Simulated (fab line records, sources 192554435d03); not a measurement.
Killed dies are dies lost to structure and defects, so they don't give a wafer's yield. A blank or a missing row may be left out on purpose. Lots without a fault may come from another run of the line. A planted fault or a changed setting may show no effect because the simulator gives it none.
Chamber matching | flow n5_finfet | N5_BEOL_M0_SAQP_PECVD_04 on pecvd-02: 3 sister chambers
The step deposits a-Si from SiH4/He, target thk 60 nm, time 60.2 s. 14 wafers are shown with their chamber, then 7 later ones without.

WAFERS WITH THEIR CHAMBER
wafer  | chamber | showerhead_plenum_p_Torr (Torr) | heater_power_w (W) | throttle_valve_pct (%)
L075.2 | 0       | 5.71                            | 540                | 18.2
L075.3 | 1       | 5.57                            | 627                | 17.6
L075.5 | 2       | 5.65                            | 789                | 17.3
L078.1 | 2       | 5.65                            | 779                | 17.5
L078.3 | 1       | 5.58                            | 605                | 17.5
L078.6 | 2       | 5.67                            | 753                | 17.3
L079.1 | 1       | 5.58                            | 609                | 17.7
L079.2 | 2       | 5.67                            | 812                | 17.2
L079.5 | 0       | 5.71                            | 538                | 18.2
L080.1 | 2       | 5.67                            | 743                | 17.4
L080.5 | 1       | 5.57                            | 637                | 17.4
L080.6 | 2       | 5.65                            | 753                | 17.3
L086.1 | 2       | 5.65                            | 797                | 17.2
L086.2 | 1       | 5.57                            | 568                | 17.6

SIGNATURES (means of the wafers above)
reading                  | chamber 0 | chamber 1 | chamber 2 | scatter within a chamber
showerhead_plenum_p_Torr | 5.7100    | 5.5740    | 5.6586    | 0.00856
heater_power_w           | 539.00    | 609.20    | 775.14    | 25
throttle_valve_pct       | 18.200    | 17.560    | 17.314    | 0.105
Rule: a wafer's distance from a chamber is the root of the sum, over the readings, of the square of ((its reading less the chamber's mean) divided by the reading's scatter). The wafer belongs to the nearest chamber; if the next one is less than 2 further off, it can't be placed. The scatter: the root of (the sum of the squares of (reading less its chamber's mean) over the shown wafers, divided by (wafers less chambers)).

WAFERS WITHOUT THEIR CHAMBER
wafer  | showerhead_plenum_p_Torr (Torr) | heater_power_w (W) | throttle_valve_pct (%)
L086.5 | 5.66                            | 803                | 17.3
L089.1 | 5.72                            | 499                | 18.2
L089.2 | 5.66                            | 780                | 17.6
L089.4 | 5.57                            | 627                | 17.7
L097.2 | 5.70                            | 592                | 18.5
L097.3 | 5.67                            | 708                | 17.5
L097.4 | 5.58                            | 623                | 17.4

WHICH CHAMBER EACH WENT THROUGH
wafer  | from the rows above | in truth
L086.5 | 2                   | 2
L089.1 | 0                   | 0
L089.2 | 2                   | 2
L089.4 | 1                   | 1
L097.2 | 0                   | 0
L097.3 | 2                   | 2
L097.4 | 1                   | 1
Placed correctly: 7 of 7. Can't be placed from these rows: 0. Placed wrongly: 0.
